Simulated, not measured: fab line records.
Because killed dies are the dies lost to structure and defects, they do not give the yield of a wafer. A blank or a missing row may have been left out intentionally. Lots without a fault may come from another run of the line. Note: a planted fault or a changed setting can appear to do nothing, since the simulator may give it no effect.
Chamber matching :: flow nand harc :: NHARC_P_BONDPAD_CMP_19 on cmp-03 has 4 sister chambers
The step polishes, t overpolish 30 s, cu recess touch 16 s, target thk 160.81 nm. 20 wafers are shown with their chamber, then 10 later ones without.

WAFERS PAIRED WITH THEIR CHAMBERS
wafer: L074.1
chamber: 0
motor current A (A): 13.4
overpolish run s (s): 29.983

wafer: L074.5
chamber: 3
motor current A (A): 9.3
overpolish run s (s): 29.981

wafer: L074.6
chamber: 2
motor current A (A): 12.1
overpolish run s (s): 29.997

wafer: L077.3
chamber: 2
motor current A (A): 12.4
overpolish run s (s): 29.992

wafer: L077.5
chamber: 0
motor current A (A): 14.1
overpolish run s (s): 30.000

wafer: L077.6
chamber: 3
motor current A (A): 9.6
overpolish run s (s): 30.004

wafer: L079.3
chamber: 0
motor current A (A): 13.8
overpolish run s (s): 29.993

wafer: L079.4
chamber: 2
motor current A (A): 12.7
overpolish run s (s): 29.999

wafer: L079.6
chamber: 2
motor current A (A): 12.3
overpolish run s (s): 30.002

wafer: L080.1
chamber: 0
motor current A (A): 13.4
overpolish run s (s): 30.012

wafer: L080.5
chamber: 1
motor current A (A): 10.5
overpolish run s (s): 29.993

wafer: L080.6
chamber: 0
motor current A (A): 13.4
overpolish run s (s): 30.009

wafer: L080.2
chamber: 3
motor current A (A): 9.5
overpolish run s (s): 29.984

wafer: L080.3
chamber: 1
motor current A (A): 10.9
overpolish run s (s): 30.005

wafer: L080.4
chamber: 2
motor current A (A): 12.1
overpolish run s (s): 29.997

wafer: L089.1
chamber: 0
motor current A (A): 13.5
overpolish run s (s): 29.992

wafer: L089.2
chamber: 3
motor current A (A): 9.5
overpolish run s (s): 30.008

wafer: L089.4
chamber: 2
motor current A (A): 12.2
overpolish run s (s): 30.004

wafer: L090.1
chamber: 1
motor current A (A): 10.5
overpolish run s (s): 30.002

wafer: L090.2
chamber: 3
motor current A (A): 9.5
overpolish run s (s): 29.997

SIGNATURES, as means of the wafers listed above
reading: motor current A
chamber 0: 13.600
chamber 1: 10.633
chamber 2: 12.300
chamber 3: 9.480
scatter within a chamber: 0.228

reading: overpolish run s
chamber 0: 29.99817
chamber 1: 30.00000
chamber 2: 29.99850
chamber 3: 29.99480
scatter within a chamber: 0.00917
Rule: distance of a wafer from a chamber = root of the sum over the readings of ((wafer's reading minus chamber's mean) / reading's scatter) squared. If the next closest chamber is less than 2 further off than the closest, the wafer can't be placed; otherwise it belongs to the closest. How the scatter is found: for the shown wafers, subtract from each reading the mean of its chamber, square and add these, divide the total by (wafers less chambers), then take the root.

WAFERS MISSING THEIR CHAMBER
wafer: L090.4
motor current A (A): 12.6
overpolish run s (s): 30.001

wafer: L092.1
motor current A (A): 13.3
overpolish run s (s): 29.984

wafer: L092.3
motor current A (A): 12.6
overpolish run s (s): 30.006

wafer: L092.6
motor current A (A): 9.8
overpolish run s (s): 30.004

wafer: L096.1
motor current A (A): 10.3
overpolish run s (s): 30.001

wafer: L096.3
motor current A (A): 9.1
overpolish run s (s): 30.002

wafer: L096.5
motor current A (A): 12.6
overpolish run s (s): 30.000

wafer: L096.2
motor current A (A): 13.2
overpolish run s (s): 30.003

wafer: L096.4
motor current A (A): 12.4
overpolish run s (s): 29.988

wafer: L096.6
motor current A (A): 10.3
overpolish run s (s): 30.005

EACH ONE'S CHAMBER
wafer: L090.4
from the rows above: 2
in truth: 2

wafer: L092.1
from the rows above: 0
in truth: 0

wafer: L092.3
from the rows above: 2
in truth: 2

wafer: L092.6
from the rows above: can't be placed: 3 or 1
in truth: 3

wafer: L096.1
from the rows above: 1
in truth: 1

wafer: L096.3
from the rows above: 3
in truth: 3

wafer: L096.5
from the rows above: 2
in truth: 2

wafer: L096.2
from the rows above: 0
in truth: 0

wafer: L096.4
from the rows above: 2
in truth: 2

wafer: L096.6
from the rows above: 1
in truth: 1
Placed correctly: 9 of 10. These rows do not allow placing 1 (true chamber among the candidates in 1). Wrongly placed: 0.
